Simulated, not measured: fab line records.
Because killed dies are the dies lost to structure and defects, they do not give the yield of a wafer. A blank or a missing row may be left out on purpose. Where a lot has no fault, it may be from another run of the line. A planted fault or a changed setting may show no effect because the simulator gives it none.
Chamber matching :: flow n5Finfet :: 4 sister chambers for N5_BEOL_M5_STRIP_19 on rieDiel-03
The step strips in O2. 4 wafers are shown with their chamber, then 8 later ones without.

== WAFERS WITH THEIR CHAMBER ==
wafer: L077.6
chamber: 3
drypumpMotorCurrentA (A): 5.7

wafer: L087.1
chamber: 2
drypumpMotorCurrentA (A): 5.3

wafer: L087.6
chamber: 1
drypumpMotorCurrentA (A): 5.2

wafer: L089.1
chamber: 0
drypumpMotorCurrentA (A): 5.6

== WAFERS WITHOUT THEIR CHAMBER ==
wafer: L089.2
drypumpMotorCurrentA (A): 5.2

wafer: L089.5
drypumpMotorCurrentA (A): 5.4

wafer: L092.1
drypumpMotorCurrentA (A): 5.7

wafer: L092.3
drypumpMotorCurrentA (A): 5.2

wafer: L092.5
drypumpMotorCurrentA (A): 5.3

wafer: L097.2
drypumpMotorCurrentA (A): 5.7

wafer: L097.4
drypumpMotorCurrentA (A): 5.2

wafer: L097.6
drypumpMotorCurrentA (A): 5.3

== THE CHAMBER EACH PASSED THROUGH ==
wafer: L089.2
from the rows above: 1
in truth: 1

wafer: L089.5
from the rows above: 2
in truth: 2

wafer: L092.1
from the rows above: 3
in truth: 3

wafer: L092.3
from the rows above: 1
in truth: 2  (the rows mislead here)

wafer: L092.5
from the rows above: 2
in truth: 2

wafer: L097.2
from the rows above: 3
in truth: 3

wafer: L097.4
from the rows above: 1
in truth: 1

wafer: L097.6
from the rows above: 2
in truth: 2
7 of 8 placed correctly. Left unplaced by these rows: 0. Wrongly placed: 1.
How it was worked out, from the rows above alone: a wafer's distance from a chamber is the root of the sum, over the readings, of the square of ((its reading less the chamber's mean) divided by the reading's scatter). The wafer belongs to the nearest chamber; if the next one is less than 2 further off, it can't be placed. The mean given for a chamber averages the wafers shown for that chamber. The scatter: root of mean squared gap, hidden wafer to nearest shown wafer, with one shown wafer a chamber.
